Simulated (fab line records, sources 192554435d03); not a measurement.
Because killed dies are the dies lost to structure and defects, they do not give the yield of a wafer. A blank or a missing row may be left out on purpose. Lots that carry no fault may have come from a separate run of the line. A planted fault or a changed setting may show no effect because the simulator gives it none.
fab line records	flow n5_finfet	part 1 of 2: steps 1 to 30 of 36
[record] lots = 5	wafers = 15	last_day = 17
route steps=1938 shown PAD_METAL@1896 PASSIVATION@1897
lots with no fault: from the same line, run without faults
start_h: hours from the record's opening day to when the first of the lot's shown wafers began	wait_h: hours since the lot's step before	" repeats the value in the row above	L1.1+2: a row that stands for several wafers	- no value, or no start given	* or withheld: withheld	< > ~ a bound
route shown NAME@n: names a module that has steps shown in the file, with the first one's number in the route	usual: mean and standard deviation over wafers with no fault	same: alike in all rows	chamber/n: place in a boat	sites: each site's reading	_std_site: the values' standard deviation	_edge_site: the outer-site mean with the inner-site mean subtracted	radius_mm: how far each site lies from the wafer's centre	mask NAME#n: copy n	behind: the tool/chamber that last shaped the wafer	hold: the reason the lot was held/the length of the hold in hours/how it ended	device: names the non-switching transistor (n, p or np)	end of line: the route-end tests of the same wafers	step lacking rows: just its recipe	killed: dies that structure and defects cost at the first sort, which is not the same as the wafer's yield	map: shows each die of a wafer: x if killed, . if not, _ if none is there
set.NAME: the setting that was run; set.NAME@STEP: the one run at that earlier step	model.NAME: the simulator's own value behind a step, which no gauge read
certain route steps with their lots: each step a table, each wafer a row
services: the hour from which a tool's chamber was out of use, counted from the record's first day as start_h (under 0 if before that day), plus the number of hours and why
[[steps]]
[step N5_PASSIVATION_AL_DEP_21]
[recipe] material = Al	target_thk_a = 28000	temp_c = 400	time_s = 170	power_w = 30000	chamber_pressure_pa = 0.4	gas = Ar
[usual] throttle_valve_pct = 29.5/0.75
lot.wafer	tool	chamber	start_h	wait_h	throttle_valve_pct
L076.2	pvd_sputter-01	-	285.53	0.1	30.7
L076.4	"	-	"	"	30.0
L076.6	"	-	"	"	29.9
L082.1	pvd_sputter-03	-	350.52	0.1	29.6
L082.3	"	-	"	"	28.8
L082.6	"	-	"	"	28.5
L085.1	pvd_sputter-01	-	363.58	0.1	29.7
L085.3	"	-	"	"	28.5
L085.4	"	-	"	"	29.9
L092.2	pvd_sputter-03	-	396.82	0.1	29.9
L092.3	"	-	"	"	30.4
L092.6	"	-	"	"	30.4
L091.2	pvd_sputter-03	-	399.50	0.1	28.5
L091.3	"	-	"	"	29.0
L091.6	"	-	"	"	28.4
[step N5_PASSIVATION_HMDS_23]
[recipe] time_s = 60	temp_c = 120
lot.wafer	tool	chamber	start_h	wait_h
L076.2+4+6	litho_track-01	0	285.71	0.1
L082.1+3+6	litho_track-04	0	350.71	0.1
L085.1+3+4	litho_track-05	0	363.77	0.1
L092.2+3+6	litho_track-04	0	397.01	0.1
L091.2+3+6	litho_track-04	0	399.69	0.1
[step N5_PASSIVATION_COAT_24]
[recipe] spin_rpm = 3000	resist_thk_nm = withheld
lot.wafer	tool	chamber	start_h	wait_h
L076.2+4+6	litho_track-01	0	-	-
L082.1+3+6	litho_track-04	0	-	-
L085.1+3+4	litho_track-05	0	-	-
L092.2+3+6	litho_track-04	0	-	-
L091.2+3+6	litho_track-04	0	-	-
[step N5_PASSIVATION_EBR_26]
[recipe] solvent = PGMEA	ebr_width_mm = 1.5
lot.wafer	tool	chamber	start_h	wait_h
L076.2+4+6	litho_track-01	0	-	-
L082.1+3+6	litho_track-04	0	-	-
L085.1+3+4	litho_track-05	0	-	-
L092.2+3+6	litho_track-04	0	-	-
L091.2+3+6	litho_track-04	0	-	-
[step N5_PASSIVATION_SOFTBAKE_25]
[recipe] temp_c = 100	time_s = 90
lot.wafer	tool	chamber	start_h	wait_h
L076.2+4+6	litho_track-01	0	-	-
L082.1+3+6	litho_track-04	0	-	-
L085.1+3+4	litho_track-05	0	-	-
L092.2+3+6	litho_track-04	0	-	-
L091.2+3+6	litho_track-04	0	-	-
[step N5_PASSIVATION_EXPOSE_27]
[recipe] mask_id = PAD	na = 0.55	source_shape = conventional	sigma_outer = 0.8	polarization = unpolarized	defocus_nm = 0	dose_mj = 32.3
lot.wafer	tool	chamber	start_h	wait_h	mask
L076.2+4+6	krf_scanner-02	0	285.95	-	PAD#0
L082.1+3+6	krf_scanner-01	0	350.82	-	PAD#0
L085.1+3+4	krf_scanner-02	0	363.87	-	PAD#0
L092.2+3+6	krf_scanner-01	0	397.12	-	PAD#0
L091.2+3+6	krf_scanner-01	0	399.80	-	PAD#0
[step N5_PASSIVATION_PEB_28]
[recipe] peb_temp_c = withheld	peb_time_s = *
lot.wafer	tool	chamber	start_h	wait_h
L076.2+4+6	litho_track-01	0	286.00	0.0
L082.1+3+6	litho_track-05	0	350.87	0.1
L085.1+3+4	litho_track-05	0	363.93	0.1
L092.2+3+6	litho_track-05	0	397.17	0.0
L091.2+3+6	litho_track-04	0	399.85	0.0
[step N5_PASSIVATION_DEVELOP_29]
[recipe] develop_time_s = 60	rinse_liquid = diw	dry = air_spin	dev_temp_c = 21
lot.wafer	tool	chamber	start_h	wait_h
L076.2+4+6	litho_track-01	0	-	-
L082.1+3+6	litho_track-05	0	-	-
L085.1+3+4	litho_track-05	0	-	-
L092.2+3+6	litho_track-05	0	-	-
L091.2+3+6	litho_track-04	0	-	-
[step N5_PASSIVATION_HARDBAKE_31]
[recipe] temp_c = 130	time_s = 120
lot.wafer	tool	chamber	start_h	wait_h
L076.2+4+6	litho_track-01	0	-	-
L082.1+3+6	litho_track-05	0	-	-
L085.1+3+4	litho_track-05	0	-	-
L092.2+3+6	litho_track-05	0	-	-
L091.2+3+6	litho_track-04	0	-	-
[step N5_PASSIVATION_CD_MEAS_30]
[recipe] target_cd_nm = 4000	landing_energy_ev = 500	detector = se_inlens	polarity = opening
[usual] cd_nm = 4000.4/1.6
lot.wafer	tool	chamber	start_h	wait_h	cd_nm
L076.2	cd_sem-01	0	286.12	-	3998.4
L076.4	"	0	"	"	3999.6
L076.6	"	0	"	"	3997.6
L082.1	cd_sem-02	0	350.99	-	4000.3
L082.3	"	0	"	"	3999.7
L082.6	"	0	"	"	4000.0
L085.1	cd_sem-01	0	364.05	-	4001.3
L085.3	"	0	"	"	4002.8
L085.4	"	0	"	"	4000.6
L092.2	cd_sem-03	0	397.29	-	4000.7
L092.3	"	0	"	"	4002.5
L092.6	"	0	"	"	3999.7
L091.2	cd_sem-02	0	399.97	-	4002.5
L091.3	"	0	"	"	4004.7
L091.6	"	0	"	"	4001.5
[step N5_PASSIVATION_OVL_MEAS_63]
[recipe] points_per_wafer = 44
[usual] PAD_OVL = 2/4.6
lot.wafer	tool	chamber	start_h	wait_h	PAD_OVL[nm]
L076.2	overlay-01	0	286.15	0.0	11
L076.4	"	0	"	"	10
L076.6	"	0	"	"	7
L082.1	overlay-02	0	351.02	0.0	-2
L082.3	"	0	"	"	3
L082.6	"	0	"	"	11
L085.1	overlay-02	0	364.08	0.0	6
L085.3	"	0	"	"	9
L085.4	"	0	"	"	-4
L092.2	overlay-02	0	397.32	0.0	-1
L092.3	"	0	"	"	-5
L092.6	"	0	"	"	-1
L091.2	overlay-01	0	400.00	0.0	6
L091.3	"	0	"	"	10
L091.6	"	0	"	"	7
[step N5_PASSIVATION_INSPECT_64]
[recipe] mode = adi	inspect_instrument = macro
[usual] raw_defect_count = 2.2/1.4
lot.wafer	tool	chamber	start_h	wait_h	raw_defect_count
L076.2	defect_inspect-01	-	286.18	0.0	1
L076.4	"	-	"	"	4
L076.6	"	-	"	"	2
L082.1	defect_inspect-01	-	351.05	0.0	0
L082.3	"	-	"	"	1
L082.6	"	-	"	"	2
L085.1	defect_inspect-02	-	364.10	0.0	1
L085.3	"	-	"	"	1
L085.4	"	-	"	"	5
L092.2	defect_inspect-02	-	397.35	0.0	4
L092.3	"	-	"	"	2
L092.6	"	-	"	"	1
L091.2	defect_inspect-02	-	400.03	0.0	2
L091.3	"	-	"	"	1
L091.6	"	-	"	"	1
[step N5_PASSIVATION_DESCUM_32]
[recipe] chemistry = O2	time_s = 7.9	source_power_w = 50	bias_power_w = 20	pressure_mtorr = 20	rf_frequency_hz = 2.712e+07	temp_c = 40	o2_flow_sccm = 225
[usual] drypump_motor_current_A = 5.7/0.4	oes_product_au = 0.80/0.081	rf_vpp_V = 243.7/1.3	showerhead_plenum_p_Torr = 2.12/0.073	throttle_valve_pct = 20.50/0.25
lot.wafer	tool	chamber	start_h	wait_h	drypump_motor_current_A	oes_product_au	rf_hours_counter_h	rf_vpp_V	showerhead_plenum_p_Torr	throttle_valve_pct
L076.2	rie_diel-01	0	286.21	0.0	5.5	0.83	71	242.7	2.03	20.73
L076.4	"	1	"	"	5.5	0.78	144	243.6	2.10	20.14
L076.6	"	1	"	"	5.5	0.77	-	241.0	2.10	20.16
L082.1	rie_diel-06	0	351.12	0.1	5.7	0.71	199	242.9	2.08	20.65
L082.3	"	2	"	"	6.8	0.69	241	242.6	2.06	20.95
L082.6	"	2	"	"	6.8	0.70	-	241.8	2.06	20.98
L085.1	rie_diel-06	0	364.14	0.0	5.7	0.71	204	242.1	2.08	20.63
L085.3	"	2	"	"	6.8	0.68	246	241.9	2.06	20.95
L085.4	"	3	"	"	5.4	0.77	153	244.5	2.09	20.35
L092.2	rie_diel-03	3	397.39	0.0	5.1	0.91	34	245.1	2.22	20.35
L092.3	"	2	"	"	5.7	0.73	184	244.6	2.18	20.72
L092.6	"	2	"	"	5.7	0.73	-	244.1	2.18	20.71
L091.2	rie_diel-01	3	400.12	0.1	6.1	0.80	85	242.7	2.02	20.04
L091.3	"	1	"	"	5.5	0.75	188	244.4	2.09	20.20
L091.6	"	0	"	"	5.5	0.78	-	242.6	2.01	20.77
[step N5_PASSIVATION_AL_ETCH_33]
[recipe] chemistry = Cl2/BCl3	target_depth_a = 28000	over_etch_frac = 0.15	Cl2_flow_sccm = 180	bcl3_flow_sccm = 60	target = Al	stop_on = TaN	time_s = 466.7	ion_energy_ev = 100	pressure_mtorr = 10	icp_w = 900	bias_w = 100
[usual] drypump_motor_current_A = 6.0/0.38	oes_product_au = 0.68/0.071	throttle_valve_pct = 34.14/0.12
lot.wafer	tool	chamber	start_h	wait_h	drypump_motor_current_A	oes_product_au	rf_hours_counter_h	throttle_valve_pct
L076.2	rie_metal-02	0	286.30	0.1	6.6	0.61	82	34.18
L076.4	"	0	"	"	6.5	0.61	-	34.16
L076.6	"	1	"	"	6.3	0.64	-	34.16
L082.1	rie_metal-03	1	351.21	0.1	6.0	0.72	33	34.14
L082.3	"	0	"	"	6.1	0.58	-	34.40
L082.6	"	0	"	"	6.1	0.58	-	34.39
L085.1	rie_metal-01	0	364.22	0.1	5.8	0.74	28	34.13
L085.3	"	0	"	"	5.8	0.73	-	34.12
L085.4	"	0	"	"	5.7	0.74	-	34.13
L092.2	rie_metal-02	1	397.48	0.1	6.3	0.65	69	34.10
L092.3	"	0	"	"	6.5	0.61	-	34.11
L092.6	"	0	"	"	6.5	0.61	-	34.11
L091.2	rie_metal-03	1	400.21	0.1	5.9	0.71	38	34.16
L091.3	"	1	"	"	5.9	0.70	-	34.15
L091.6	"	1	"	"	5.9	0.70	-	34.13
[step N5_PASSIVATION_ETCH_59]
[recipe] chemistry = Cl2/BCl3	target = TaN	target_depth_a = 650	time_s = 34.9	ion_energy_ev = 100	pressure_mtorr = 10	icp_w = 900	bias_w = 100	Cl2_flow_sccm = 60	bcl3_flow_sccm = 30
[usual] drypump_motor_current_A = 6.0/0.38	oes_product_au = 0.76/0.081	throttle_valve_pct = 21.01/0.13
lot.wafer	tool	chamber	start_h	wait_h	drypump_motor_current_A	oes_product_au	rf_hours_counter_h	throttle_valve_pct
L076.2	rie_metal-02	0	286.70	0.3	6.5	0.68	82	21.00
L076.4	"	0	"	"	6.5	0.69	-	20.99
L076.6	"	1	"	"	6.3	0.74	-	20.92
L082.1	rie_metal-03	1	351.61	0.3	5.9	0.80	33	21.01
L082.3	"	0	"	"	6.2	0.64	-	21.32
L082.6	"	0	"	"	6.2	0.63	-	21.34
L085.1	rie_metal-01	0	365.03	0.7	5.8	0.84	29	20.91
L085.3	"	0	"	"	5.8	0.84	-	20.92
L085.4	"	0	"	"	5.8	0.84	-	20.92
L092.2	rie_metal-02	1	397.88	0.3	6.3	0.72	70	20.96
L092.3	"	0	"	"	6.5	0.66	-	21.03
L092.6	"	0	"	"	6.5	0.67	-	21.00
L091.2	rie_metal-03	1	400.61	0.3	6.0	0.78	39	21.02
L091.3	"	1	"	"	6.0	0.79	-	21.01
L091.6	"	1	"	"	6.0	0.79	-	21.02
[step N5_PASSIVATION_STRIP_34]
[recipe] chemistry = O2	power_w = 600	temp_c = 60	pressure_mtorr = 30	rf_frequency_hz = 6e+07	bias_power_w = 0	overash_fraction = 2	o2_flow_sccm = 225
[usual] drypump_motor_current_A = 5.7/0.34	oes_product_au = 0.82/0.088	rf_vpp_V = 3.6/1.4	showerhead_plenum_p_Torr = 2.13/0.074	throttle_valve_pct = 16.68/0.25
lot.wafer	tool	chamber	start_h	wait_h	drypump_motor_current_A	oes_product_au	rf_hours_counter_h	rf_vpp_V	showerhead_plenum_p_Torr	throttle_valve_pct
L076.2	rie_diel-03	2	286.81	0.1	5.7	0.75	144	3.9	2.19	16.87
L076.4	"	0	"	"	6.0	1.00	-	4.0	2.16	16.62
L076.6	"	1	"	"	5.8	0.83	-	2.7	2.21	16.40
L082.1	rie_diel-03	0	351.77	0.1	6.0	0.94	27	2.3	2.15	16.68
L082.3	"	3	"	"	5.1	0.92	21	1.8	2.23	16.52
L082.6	"	0	"	"	6.0	0.89	-	3.1	2.15	16.73
L085.1	rie_diel-06	1	365.24	0.2	5.8	0.76	143	4.4	2.01	17.02
L085.3	"	2	"	"	6.8	0.68	246	6.2	2.06	17.22
L085.4	"	3	"	"	5.4	0.77	153	3.2	2.10	16.57
L092.2	rie_diel-03	2	398.02	0.1	5.6	0.74	184	2.7	2.18	16.98
L092.3	"	0	"	"	6.0	0.92	42	6.2	2.14	16.78
L092.6	"	2	"	"	5.7	0.72	-	4.2	2.18	16.98
L091.2	rie_diel-03	2	400.77	0.1	5.7	0.72	185	2.6	2.18	16.99
L091.3	"	3	"	"	5.1	0.89	35	5.7	2.23	16.54
L091.6	"	0	"	"	6.0	0.89	-	2.5	2.14	16.70
[step N5_PASSIVATION_STRIP_51]
[recipe] chemistry = post_etch_residue_remover	time_s = 1200	temp_c = 72.5
[usual] bath_heat_duty_pct = 14.3/1.7
lot.wafer	tool	chamber	start_h	wait_h	bath_heat_duty_pct
L076.2	wet_bench-06	0	286.88	-	14.0
L076.4	"	7	"	"	12.6
L076.6	"	2	"	"	12.7
L082.1	wet_bench-06	1	351.84	-	15.4
L082.3	"	3	"	"	13.5
L082.6	"	4	"	"	13.5
L085.1	wet_bench-06	0	365.31	-	14.4
L085.3	"	3	"	"	12.7
L085.4	"	1	"	"	14.3
L092.2	wet_bench-01	3	398.08	-	16.3
L092.3	"	2	"	"	14.9
L092.6	"	1	"	"	13.3
L091.2	wet_bench-03	4	400.83	-	14.1
L091.3	"	1	"	"	14.7
L091.6	"	3	"	"	18.2
[step N5_PASSIVATION_CLEAN_69]
[recipe] chemistry = IPA	time_s = 180	temp_c = 25
[usual] bath_heat_duty_pct = 6.2/0.81
lot.wafer	tool	chamber	start_h	wait_h	bath_heat_duty_pct
L076.2	wet_bench-06	0	287.22	0.0	6.6
L076.4	"	7	"	"	5.9
L076.6	"	2	"	"	5.4
L082.1	wet_bench-06	1	352.17	0.0	5.4
L082.3	"	3	"	"	5.3
L082.6	"	4	"	"	5.7
L085.1	wet_bench-06	0	365.64	0.0	5.7
L085.3	"	3	"	"	5.2
L085.4	"	1	"	"	5.8
L092.2	wet_bench-01	3	398.42	0.0	7.1
L092.3	"	2	"	"	7.0
L092.6	"	1	"	"	6.0
L091.2	wet_bench-03	4	401.17	0.0	6.5
L091.3	"	1	"	"	6.5
L091.6	"	3	"	"	8.2
[step N5_PASSIVATION_SRD_70]
[recipe] dry = ipa_marangoni	time_s = 30	temp_c = 23	rinse_liquid = diw
[usual] bath_heat_duty_pct = 3.6/0.63
lot.wafer	tool	chamber	start_h	wait_h	bath_heat_duty_pct
L076.2	wet_bench-06	0	287.27	0.0	3.7
L076.4	"	7	"	"	3.1
L076.6	"	2	"	"	3.5
L082.1	wet_bench-06	1	352.22	0.0	4.0
L082.3	"	3	"	"	3.4
L082.6	"	4	"	"	3.2
L085.1	wet_bench-06	0	365.69	0.0	3.2
L085.3	"	3	"	"	2.7
L085.4	"	1	"	"	3.5
L092.2	wet_bench-01	3	398.47	0.0	3.9
L092.3	"	2	"	"	3.6
L092.6	"	1	"	"	3.3
L091.2	wet_bench-03	4	401.22	0.0	3.2
L091.3	"	1	"	"	2.9
L091.6	"	3	"	"	4.1
[step N5_PASSIVATION_PECVD_53]
[recipe] material = SiO2	target_thk_a = 8000	temp_c = 400	precursor = TEOS/O2	pressure_torr = 6.5	rf_w = withheld	teos_flow_sccm = withheld	gas = O2	flow_sccm = 2650	time_s = 169.4
lot.wafer	tool	chamber	start_h	wait_h
L076.2+4+6	pecvd-02	2,2,0	287.32	0.0
L082.1+3+6	pecvd-01	0,2,1	352.27	0.0
L085.1+3+4	pecvd-02	1,0,0	365.74	0.0
L092.2+3+6	pecvd-02	2	398.52	0.0
L091.2+3+6	pecvd-01	0,2,2	401.27	0.0
[step N5_PASSIVATION_PECVD_35]
[recipe] material = SiNx	target_thk_a = 7000	temp_c = 400	precursor = SiH4/NH3/N2	pressure_torr = 4.9	rf_w = 1406	time_s = 151.3
[usual] heater_power_outer_w = 140/59	heater_power_w = 335/85	showerhead_plenum_p_Torr = 8.66/0.1	throttle_valve_pct = 29.4/1.5
lot.wafer	tool	chamber	start_h	wait_h	heater_power_outer_w	heater_power_w	showerhead_plenum_p_Torr	throttle_valve_pct
L076.2	pecvd-02	2	287.43	0.1	134	345	8.75	30.2
L076.4	"	2	"	"	163	385	8.75	30.5
L076.6	"	0	"	"	151	352	8.63	29.5
L082.1	pecvd-01	0	352.38	0.1	220	403	8.79	29.8
L082.3	"	2	"	"	186	462	8.71	27.2
L082.6	"	1	"	"	190	414	8.66	30.5
L085.1	pecvd-02	1	365.85	0.1	165	360	8.75	30.9
L085.3	"	0	"	"	201	423	8.63	29.5
L085.4	"	0	"	"	219	466	8.64	29.6
L092.2	pecvd-02	2	398.68	0.1	168	379	8.75	30.8
L092.3	"	2	"	"	188	410	8.74	30.5
L092.6	"	2	"	"	204	437	8.74	30.5
L091.2	pecvd-01	0	401.38	0.1	180	362	8.80	29.9
L091.3	"	2	"	"	166	433	8.71	27.4
L091.6	"	2	"	"	186	468	8.69	27.6
[step N5_PASSIVATION_HMDS_37]
[recipe] time_s = 60	temp_c = 120
lot.wafer	tool	chamber	start_h	wait_h
L076.2+4+6	litho_track-04	0	287.56	0.1
L082.1+3+6	litho_track-01	0	352.52	0.1
L085.1+3+4	litho_track-04	0	365.99	0.1
L092.2+3+6	litho_track-01	0	398.88	0.1
L091.2+3+6	litho_track-01	0	401.51	0.1
[step N5_PASSIVATION_COAT_38]
[recipe] spin_rpm = 3000	resist_thk_nm = withheld
lot.wafer	tool	chamber	start_h	wait_h
L076.2+4+6	litho_track-04	0	-	-
L082.1+3+6	litho_track-01	0	-	-
L085.1+3+4	litho_track-04	0	-	-
L092.2+3+6	litho_track-01	0	-	-
L091.2+3+6	litho_track-01	0	-	-
[step N5_PASSIVATION_EBR_40]
[recipe] solvent = PGMEA	ebr_width_mm = 1.5
lot.wafer	tool	chamber	start_h	wait_h
L076.2+4+6	litho_track-04	0	-	-
L082.1+3+6	litho_track-01	0	-	-
L085.1+3+4	litho_track-04	0	-	-
L092.2+3+6	litho_track-01	0	-	-
L091.2+3+6	litho_track-01	0	-	-
[step N5_PASSIVATION_SOFTBAKE_39]
[recipe] temp_c = 110	time_s = 120
lot.wafer	tool	chamber	start_h	wait_h
L076.2+4+6	litho_track-04	0	-	-
L082.1+3+6	litho_track-01	0	-	-
L085.1+3+4	litho_track-04	0	-	-
L092.2+3+6	litho_track-01	0	-	-
L091.2+3+6	litho_track-01	0	-	-
[step N5_PASSIVATION_EXPOSE_41]
[recipe] mask_id = PASS_OPEN	na = 0.55	defocus_nm = 0	source_shape = conventional	sigma_outer = 0.8	polarization = unpolarized	target_cd_nm = 40000	dose_mj = 57.25
lot.wafer	tool	chamber	start_h	wait_h	mask
L076.2+4+6	krf_scanner-01	0	287.81	-	PASS_OPEN#0
L082.1+3+6	krf_scanner-01	0	352.63	-	PASS_OPEN#0
L085.1+3+4	krf_scanner-02	0	366.10	-	PASS_OPEN#0
L092.2+3+6	krf_scanner-02	0	399.00	-	PASS_OPEN#0
L091.2+3+6	krf_scanner-02	0	401.64	-	PASS_OPEN#0
[step N5_PASSIVATION_PEB_42]
[recipe] peb_temp_c = withheld	peb_time_s = *
lot.wafer	tool	chamber	start_h	wait_h
L076.2+4+6	litho_track-04	0	287.86	0.0
L082.1+3+6	litho_track-01	0	352.69	0.1
L085.1+3+4	litho_track-01	0	366.16	0.1
L092.2+3+6	litho_track-04	0	399.05	0.0
L091.2+3+6	litho_track-01	0	401.69	0.0
[step N5_PASSIVATION_DEVELOP_43]
[recipe] develop_time_s = 60	rinse_liquid = diw	dry = air_spin	dev_temp_c = 21
lot.wafer	tool	chamber	start_h	wait_h
L076.2+4+6	litho_track-04	0	-	-
L082.1+3+6	litho_track-01	0	-	-
L085.1+3+4	litho_track-01	0	-	-
L092.2+3+6	litho_track-04	0	-	-
L091.2+3+6	litho_track-01	0	-	-
[step N5_PASSIVATION_HARDBAKE_45]
[recipe] temp_c = 130	time_s = 120
lot.wafer	tool	chamber	start_h	wait_h
L076.2+4+6	litho_track-04	0	-	-
L082.1+3+6	litho_track-01	0	-	-
L085.1+3+4	litho_track-01	0	-	-
L092.2+3+6	litho_track-04	0	-	-
L091.2+3+6	litho_track-01	0	-	-
[step N5_PASSIVATION_CD_MEAS_44]
[recipe] target_cd_nm = 40000	landing_energy_ev = 500	detector = se_inlens
[usual] cd_nm = 40002/3.3
lot.wafer	tool	chamber	start_h	wait_h	cd_nm
L076.2	cd_sem-03	0	287.98	-	40005
L076.4	"	0	"	"	40002
L076.6	"	0	"	"	40001
L082.1	cd_sem-02	0	352.81	-	40006
L082.3	"	0	"	"	40005
L082.6	"	0	"	"	40007
L085.1	cd_sem-01	0	366.28	-	40001
L085.3	"	0	"	"	40002
L085.4	"	0	"	"	39999
L092.2	cd_sem-01	0	399.17	-	40003
L092.3	"	0	"	"	39998
L092.6	"	0	"	"	40001
L091.2	cd_sem-01	0	401.81	-	39998
L091.3	"	0	"	"	39997
L091.6	"	0	"	"	39995
